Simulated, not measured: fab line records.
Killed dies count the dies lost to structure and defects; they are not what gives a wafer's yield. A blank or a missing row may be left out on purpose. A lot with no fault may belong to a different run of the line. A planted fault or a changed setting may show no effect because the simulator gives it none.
fab line records	flow nandHarc
record: lots: 5	wafers: 15	lastDay: 23
route steps=1159 shown A_M1@1038 END@1159
lots untouched by any fault: they come from a run of this same line in which no faults occurred
startH: the number of hours between the record's first day and the start of the first shown wafer of the lot	waitH: hours since the lot's step before	" as in the row above	L1.1+2: a row that stands for several wafers	- no value, or no start given	* or withheld: withheld	< > ~ a bound
route shown NAME@n: names a module that has steps shown in the file, with the first one's number in the route	usual: mean/standard deviation taken from wafers without a fault	same: alike in all rows	chamber/n: place in a boat	sites: readings site by site	_std_site: standard deviation of those values	_edge_site: inner sites' mean taken away from outer sites' mean	radiusMm: for every site, how far away it sits from the centre of the wafer	mask NAME#n: copy n	behind: the most recent tool/chamber to have shaped the wafer	hold: cause of the lot's hold/its duration in hours/its outcome	device: whichever transistor did not switch (one of n, p or np)	end of line: tests run on the same wafers once the route is complete	for a step that has no rows: nothing shown but its recipe	killed: dies lost to structure and defects at the first sort, not the wafer's yield	map: a wafer's dies, x killed, . not, _ none there
set.NAME: the setting that was run; set.NAME@STEP: the one run at that earlier step	model.NAME: the simulator's own value behind a step, which no gauge read
a table for each step, a row for each wafer; lots at some steps of the route
services: when a tool's chamber went out of use (startH, in hours from the record's first day, below 0 if earlier), for how many hours, and the reason
== steps ==
step: NHARC_A_M1_INSPECT_11
usual: rawDefectCount: 29/13
lot.wafer	tool	chamber	startH	waitH	rawDefectCount
L883.4	defectInspect-02	-	404.00	0.1	16
L883.5	"	-	"	"	13
L883.6	"	-	"	"	12
L885.4	defectInspect-02	-	415.45	0.0	4
L885.5	"	-	"	"	6
L885.6	"	-	"	"	7
L896.1	defectInspect-01	-	458.67	0.0	6
L896.2	"	-	"	"	16
L896.4	"	-	"	"	13
L901.3	defectInspect-02	-	504.04	0.0	29
L901.5	"	-	"	"	36
L901.6	"	-	"	"	31
L900.2	defectInspect-01	-	518.81	0.0	42
L900.5	"	-	"	"	44
L900.6	"	-	"	"	26
step: NHARC_A_M1_DESCUM_14
recipe: timeS: 3	o2FlowSccm: 200	arFlowSccm: 0	biasPowerW: 0	chemistry: O2
usual: drypumpMotorCurrentA: 5.8/0.38	o2FlowSccm: 200.0/0.58	oesProductAu: 1.002/0.0092	rfVppV: 57.8/0.82	showerheadPlenumPTorr: 1.88/0.073	throttleValvePct: 11.311/0.0091
lot.wafer	tool	chamber	startH	waitH	drypumpMotorCurrentA	o2FlowSccm	oesProductAu	rfHoursCounterH	rfVppV	showerheadPlenumPTorr	throttleValvePct
L883.4	rieDiel-09	3	404.08	0.1	5.4	200.8	0.985	11	58.1	2.01	11.308
L883.6	"	1	"	"	5.2	199.3	1.004	-	58.7	2.05	11.315
L883.5	"	2	"	"	5.7	199.4	1.017	-	57.3	1.86	11.319
L885.4	rieDiel-13	0	415.53	0.1	6.1	199.6	0.987	3	57.9	1.84	11.314
L885.6	"	0	"	"	6.1	200.2	0.983	-	56.9	1.84	11.311
L885.5	"	1	"	"	6.0	200.7	1.005	-	60.0	1.94	11.317
L896.1	rieDiel-08	3	458.73	0.1	5.4	199.3	1.010	12	57.6	1.91	11.317
L896.2	"	1	"	"	6.1	200.4	1.009	11	58.4	1.81	11.319
L896.4	"	2	"	"	5.5	200.4	0.990	12	58.5	1.84	11.315
L901.3	rieDiel-13	3	504.12	0.1	6.6	200.3	1.004	1	58.0	1.95	11.297
L901.6	"	1	"	"	5.9	198.9	1.001	-	57.4	1.94	11.310
L901.5	"	2	"	"	5.9	200.2	1.005	-	57.7	1.81	11.311
L900.2	rieDiel-08	3	518.88	0.1	5.4	200.3	0.988	3	58.7	1.90	11.297
L900.5	"	3	"	"	5.4	201.0	0.993	-	58.3	1.90	11.304
L900.6	"	0	"	"	5.6	198.7	0.994	-	56.8	1.81	11.323
step: NHARC_A_M1_ETCH_35
recipe: targetDepthA: 400	overetchA: 120	timeS: 43.94	ionEnergyEv: 200	n2FlowSccm: 150	h2FlowSccm: 150	arFlowSccm: 0	rfW: 400	biasW: 150	chemistry: N2/H2
usual: drypumpMotorCurrentA: 5.8/0.35	oesProductAu: 1.002/0.0099	rfFwdPowerW: 394.8/2.2	rfVppV: 429.3/2.3	showerheadPlenumPTorr: 2.00/0.078	throttleValvePct: 14.172/0.0096
lot.wafer	tool	chamber	startH	waitH	drypumpMotorCurrentA	oesProductAu	rfFwdPowerW	rfHoursCounterH	rfVppV	showerheadPlenumPTorr	throttleValvePct
L883.4	rieDiel-09	0	404.14	0.1	5.7	1.018	392.0	5	428.2	1.94	14.170
L883.5	"	0	"	"	5.7	1.005	391.6	-	429.3	1.94	14.174
L883.6	"	1	"	"	5.2	1.001	396.6	-	434.1	2.19	14.189
L885.4	rieDiel-13	3	415.63	0.1	6.6	1.002	394.2	3	432.3	2.08	14.164
L885.5	"	1	"	"	6.0	0.998	397.7	-	431.2	2.07	14.173
L885.6	"	2	"	"	5.9	1.006	394.4	-	427.1	1.93	14.172
L896.2	rieDiel-08	1	458.81	0.1	6.1	1.012	397.3	11	428.7	1.92	14.171
L896.1	"	3	"	"	5.4	1.009	390.9	12	431.2	2.03	14.163
L896.4	"	0	"	"	5.6	1.015	396.1	12	426.8	1.92	14.180
L901.3	rieDiel-13	1	504.20	0.1	6.0	0.991	396.7	1	430.6	2.06	14.170
L901.6	"	2	"	"	5.9	1.019	396.6	-	426.2	1.93	14.165
L901.5	"	3	"	"	6.6	1.007	392.4	-	432.1	2.08	14.181
L900.2	rieDiel-08	0	518.98	0.1	5.6	1.000	396.9	3	426.2	1.92	14.175
L900.5	"	1	"	"	6.1	0.988	396.5	-	427.1	1.92	14.194
L900.6	"	2	"	"	5.5	1.017	398.9	-	427.8	1.96	14.173
step: NHARC_A_M1_ETCH_15
recipe: targetDepthA: 1825	timeS: 91.2	c4f8FlowSccm: withheld	arFlowSccm: 400	rfW: 600	biasW: 300	chemistry: C4F8/Ar
step: NHARC_A_M1_CD_MEAS_16
usual: cdNm: 120.2/0.76
lot.wafer	tool	chamber	startH	waitH	cdNm
L883.4	cdSem-02	-	404.37	-	119.2
L883.5	"	-	"	"	119.2
L883.6	"	-	"	"	119.7
L885.4	cdSem-02	-	415.85	-	121.3
L885.5	"	-	"	"	119.0
L885.6	"	-	"	"	120.6
L896.1	cdSem-02	-	459.03	-	120.5
L896.2	"	-	"	"	122.0
L896.4	"	-	"	"	120.7
L901.3	cdSem-01	-	504.41	-	120.1
L901.5	"	-	"	"	118.7
L901.6	"	-	"	"	120.1
L900.2	cdSem-01	-	519.18	-	121.1
L900.5	"	-	"	"	121.1
L900.6	"	-	"	"	121.9
step: NHARC_A_M1_STRIP_18
recipe: powerW: 1000	n2FlowSccm: 150	h2FlowSccm: 150	arFlowSccm: 0	biasW: 0	chemistry: N2/H2
usual: drypumpMotorCurrentA: 5.9/0.42	oesProductAu: 0.999/0.0091	rfFwdPowerW: 996/3.2	rfVppV: 90.4/0.92	showerheadPlenumPTorr: 2.02/0.085	throttleValvePct: 14.172/0.0093
lot.wafer	tool	chamber	startH	waitH	drypumpMotorCurrentA	oesProductAu	rfFwdPowerW	rfHoursCounterH	rfVppV	showerheadPlenumPTorr	throttleValvePct
L883.4	rieDiel-13	1	404.51	0.1	6.0	1.003	999	2	90.5	2.07	14.179
L883.5	"	2	"	"	5.9	0.993	997	-	90.8	1.93	14.153
L883.6	"	3	"	"	6.7	0.998	999	-	90.7	2.08	14.178
L885.4	rieDiel-09	3	415.99	0.1	5.4	0.992	997	11	92.3	2.14	14.181
L885.5	"	0	"	"	5.7	0.999	998	-	89.8	1.94	14.156
L885.6	"	1	"	"	5.2	0.996	995	-	92.3	2.19	14.160
L896.2	rieDiel-09	0	459.11	0.1	5.7	1.002	992	1	91.2	1.94	14.183
L896.1	"	1	"	"	5.2	1.009	994	1	90.9	2.19	14.169
L896.4	"	3	"	"	5.5	0.998	999	1	90.9	2.14	14.185
L901.3	rieDiel-09	1	504.54	0.1	5.2	1.005	999	5	90.9	2.19	14.168
L901.5	"	3	"	"	5.5	0.991	995	-	92.2	2.14	14.179
L901.6	"	0	"	"	5.7	0.993	994	-	89.3	1.94	14.169
L900.2	rieDiel-08	3	519.28	0.1	5.4	0.992	991	3	90.1	2.03	14.177
L900.5	"	2	"	"	5.5	1.008	998	-	90.3	1.96	14.183
L900.6	"	3	"	"	5.4	0.989	992	-	90.5	2.03	14.166
step: NHARC_A_M1_ETCH_28
recipe: targetDepthA: 300	overEtchFrac: 0.3	timeS: 72.99	ionEnergyEv: 150	cf4FlowSccm: 50	n2FlowSccm: 100	arFlowSccm: 150	rfW: 300	biasW: 100	chemistry: CF4/N2
step: NHARC_A_M1_STRIP_19
recipe: timeS: 600	tempC: 30	chemistry: postEtchResidueRemover
step: NHARC_A_M1_DEGAS_29
recipe: tempC: 250	timeS: 60
step: NHARC_A_M1_PRE_CLEAN_30
recipe: timeS: 30	tempC: 280	gas: H2/He
usual: heaterPowerW: 417/40
lot.wafer	tool	chamber	startH	waitH	heaterPowerW
L883.4	pvdSputter-01	-	-	-	366
L883.6	"	-	"	"	367
L883.5	"	-	"	"	367
L885.4	pvdSputter-03	-	-	-	482
L885.6	"	-	"	"	462
L885.5	"	-	"	"	382
L896.2	pvdSputter-02	-	-	-	370
L896.4	"	-	"	"	390
L896.1	"	-	"	"	453
L901.3	pvdSputter-03	-	-	-	400
L901.5	"	-	"	"	409
L901.6	"	-	"	"	469
L900.2	pvdSputter-03	-	-	-	463
L900.5	"	-	"	"	483
L900.6	"	-	"	"	398
step: NHARC_A_M1_PVD_20
recipe: targetThkA: 50	biasV: 168.6	powerW: 15000	chamberPressurePa: 0.12	timeS: 8.06	substrateTempC: 50	material: TaN
step: NHARC_A_M1_PVD_21
recipe: targetThkA: 300	chamberPressurePa: 5	powerW: 5000	substrateTempC: 30	timeS: 20.49	material: Cu
step: NHARC_A_M1_ECD_22
recipe: targetThkA: 4000	bathTempC: 25	material: Cu
usual: bathHeatDutyPct: 5.8/0.76
lot.wafer	tool	chamber	startH	waitH	bathHeatDutyPct
L883.4	ecdCu-01	0	405.64	-	4.7
L883.5	"	0	"	"	4.9
L883.6	"	1	"	"	6.4
L885.4	ecdCu-01	1	417.07	-	5.9
L885.5	"	0	"	"	4.5
L885.6	"	1	"	"	7.1
L896.2	ecdCu-02	1	460.12	-	5.5
L896.1	"	0	"	"	5.9
L896.4	"	0	"	"	5.5
L901.3	ecdCu-01	0	505.62	-	4.9
L901.5	"	0	"	"	4.8
L901.6	"	1	"	"	6.6
L900.2	ecdCu-02	0	520.28	-	5.0
L900.6	"	0	"	"	5.3
L900.5	"	1	"	"	6.0
step: NHARC_A_M1_ANNEAL_31
recipe: tempC: 225	timeS: 90
usual: wafer_temp_C_max: 226.0/0.33
lot.wafer	tool	chamber	startH	waitH	wafer_temp_C_max
L883.4	rtpAnneal-02	0	406.11	0.4	225.4
L883.5	"	0	"	"	226.0
L883.6	"	0	"	"	225.9
L885.4	rtpAnneal-02	0	417.45	0.3	226.3
L885.5	"	0	"	"	226.0
L885.6	"	0	"	"	226.2
L896.1	rtpAnneal-02	0	460.50	-	226.4
L896.2	"	0	"	"	226.6
L896.4	"	0	"	"	226.2
L901.3	rtpAnneal-02	0	506.00	-	226.5
L901.5	"	0	"	"	226.6
L901.6	"	0	"	"	226.5
L900.2	rtpAnneal-01	0	520.71	-	225.7
L900.5	"	0	"	"	225.7
L900.6	"	0	"	"	225.8
step: NHARC_A_M1_CMP_23
recipe: tOverpolishS: 20	targetThkNm: 154.34
usual: motorCurrentA: 12.0/1.1	timeToEndpointS: 31/3
lot.wafer	tool	chamber	startH	waitH	motorCurrentA	timeToEndpointS
L883.4	cmp-04	3	406.35	-	12.6	33
L883.6	"	1	"	"	9.9	33
L883.5	"	2	"	"	11.0	25
L885.4	cmp-01	3	417.70	-	12.9	31
L885.6	"	1	"	"	13.1	26
L885.5	"	2	"	"	13.5	23
L896.2	cmp-02	2	460.84	-	12.3	30
L896.4	"	0	"	"	11.6	35
L896.1	"	1	"	"	13.8	32
L901.3	cmp-02	2	506.24	-	13.3	32
L901.5	"	2	"	"	12.7	18
L901.6	"	3	"	"	11.7	33
L900.2	cmp-01	3	521.00	-	11.8	28
L900.5	"	3	"	"	12.1	28
L900.6	"	0	"	"	10.2	31
step: NHARC_A_M1_THK_MEAS_24
recipe: thkMeasGauge: xrf
usual: thkNm: 155.1/1.5
lot.wafer	tool	chamber	startH	waitH	thkNm
L883.4	filmMetro-01	-	406.62	-	154.1
L883.5	"	-	"	"	153.2
L883.6	"	-	"	"	157.4
L885.4	filmMetro-01	-	417.96	-	156.6
L885.5	"	-	"	"	153.6
L885.6	"	-	"	"	156.9
L896.1	filmMetro-01	-	461.16	-	153.9
L896.2	"	-	"	"	154.9
L896.4	"	-	"	"	158.0
L901.3	filmMetro-01	-	506.56	-	155.5
L901.5	"	-	"	"	154.8
L901.6	"	-	"	"	156.1
L900.2	filmMetro-02	-	521.32	-	155.7
L900.5	"	-	"	"	154.4
L900.6	"	-	"	"	155.9
step: NHARC_END_SORT_01
recipe: tempC: 25
usual: defectLimitedYield: 95.6/1.6	killedAtArray: 26/10	killedAtOther: 0.5/0.87	killedAtPeriphery: 3.0/2.5	killedDies: 29/11	killedOpen: 3.3/1.9	killedShort: 1.8/1.5	sort_bin_2_pct: 1.3/0.63	sort_bin_3_pct: 0.25/0.22	sort_bin_4_pct: 2.8/1.1	sortNPass: 648/11	sortRimYieldPct: 96.5/2.6	sortYieldPct: 95.6/1.6
same: grossDies: 677	sort_bin_5_pct[%]: 0	sort_bin_6_pct[%]: 0	sort_bin_7_pct[%]: 0	sort_bin_8_pct[%]: 0	sortRimNGross: 106.00
lot.wafer	tool	chamber	startH	waitH	defectLimitedYield[%]	killedAtArray	killedAtOther	killedAtPeriphery	killedDies	killedOpen	killedShort	sort_bin_2_pct[%]	sort_bin_3_pct[%]	sort_bin_4_pct[%]	sortNPass	sortRimYieldPct[%]	sortYieldPct[%]
L885.4	prober-02	0	454.95	3.4	98.5	10	0	0	10	4	4	0.1	0.15	1.2	667	96.2	98.5
L885.5	prober-02	0	455.75	3.7	99.1	6	0	0	6	0	2	0.4	0	0.4	671	100.0	99.1
L885.6	prober-02	0	456.56	4.0	98.5	8	0	2	10	4	5	0.6	0	0.9	667	98.1	98.5
L901.3	prober-02	0	543.55	3.1	95.4	28	0	3	31	4	2	0.6	0.59	3.4	646	97.2	95.4
L901.5	prober-02	0	545.14	3.7	95.1	29	0	4	33	4	3	1.8	0.15	3.0	644	96.2	95.1
L901.6	prober-02	0	545.94	4.0	95.7	29	0	0	29	2	1	1.0	0.30	3.0	648	98.1	95.7
killed by level:class
L885.4 A_CONTACT:geometricParticle:short=2 A_CONTACT:geometricParticle:open=2 A_CHANNEL_HOLE_D1:chamberFilmFlake=2 A_ONON_D1:geometricParticle:open=1 A_ONON_D1:geometricParticle:short=1 A_STAIRCASE:geometricParticle:short=1 A_BLC:geometricParticle:open=1
L885.5 A_CHANNEL_HOLE_D1:chamberFilmFlake=3 A_CHANNEL_FILL_D1:geometricParticle:short=1 A_WL_FILL:geometricParticle:short=1 A_CHANNEL_FILL_D1:chamberFilmFlake=1
L885.6 A_CHANNEL_FILL_D1:geometricParticle:open=2 P_CONTACT:geometricParticle:short=1 P_M2:geometricParticle:open=1 A_CHANNEL_FILL_D1:geometricParticle:short=1 A_SGD_CUT:geometricParticle:short=1 A_CONTACT:geometricParticle:short=1 A_CONTACT:geometricParticle:open=1 A_M0:geometricParticle:short=1
L901.3 A_SLIT:chamberFilmFlake=12 A_CHANNEL_HOLE_D1:chamberFilmFlake=6 A_STAIRCASE:chamberFilmFlake=4 A_CONTACT:geometricParticle:open=2 P_GATE:chamberFilmFlake=2 P_GATE:geometricParticle:open=1 A_CHANNEL_FILL_D1:geometricParticle:short=1 A_SGD_CUT:geometricParticle:open=1
L901.5 A_SLIT:chamberFilmFlake=13 A_CHANNEL_HOLE_D1:chamberFilmFlake=7 A_STAIRCASE:chamberFilmFlake=4 P_M1:geometricParticle:open=2 P_M0:geometricParticle:short=1 P_M2:geometricParticle:open=1 A_ONON_D1:geometricParticle:short=1 A_CHANNEL_FILL_D1:geometricParticle:short=1
L901.6 A_SLIT:chamberFilmFlake=18 A_CHANNEL_HOLE_D1:chamberFilmFlake=5 A_CONTACT:chamberFilmFlake=2 A_CHANNEL_HOLE_D1:geometricParticle:open=1 A_CHANNEL_FILL_D1:geometricParticle:open=1 A_CONTACT:geometricParticle:short=1 A_STAIRCASE:chamberFilmFlake=1
== services ==
tool	chamber	startH	hours	kind
cmp-04	-	384.99	0.7	repair
pvdSputter-02	-	393.43	10.0	pm
cmp-04	-	399.00	4.0	pm
cmp-01	-	401.01	2.1	repair
ecdCu-02	-	403.21	17.4	repair
cmp-02	-	403.79	0.5	repair
cmp-01	-	406.06	4.0	pm
pvdSputter-02	-	420.11	0.6	repair
cmp-02	-	422.54	4.0	pm
rieDiel-09	-	431.10	9.0	pm
pvdSputter-02	-	446.17	0.8	repair
ecdCu-01	-	448.14	8.0	pm
rieDiel-08	1	448.29	1.4	repair
cmp-02	-	448.51	0.5	repair
rieDiel-13	-	453.00	9.0	pm
pvdSputter-03	-	458.00	10.0	pm
cmp-01	-	461.41	0.5	repair
rieDiel-08	0	476.64	8.5	repair
rieDiel-08	-	479.07	9.0	pm
cmp-01	-	485.91	0.7	repair
rieDiel-09	3	486.74	2.6	repair
cmp-02	-	495.06	2.0	repair
cmp-01	-	504.06	4.0	pm
cmp-02	-	520.59	4.0	pm
== key ==
firstSign: step: NHARC_A_M1_CMP_23	reading: timeToEndpointS	direction: down	sigmas: 4.1	usual: *	struck: *
effect none on later readings
metAt NHARC_A_M1_ECD_22
struckWafers L901.5
onsetBetween 417.07 505.62
fault: kind: processParameterDrift	tool: ecdCu-01	chamber: -	onsetH: 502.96	steps: NHARC_A_M1_ECD_22	channel: targetThkA	offset: *	shape: step	endH: 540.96	scope: struckWafersOnly	actsIn: *	stated: *
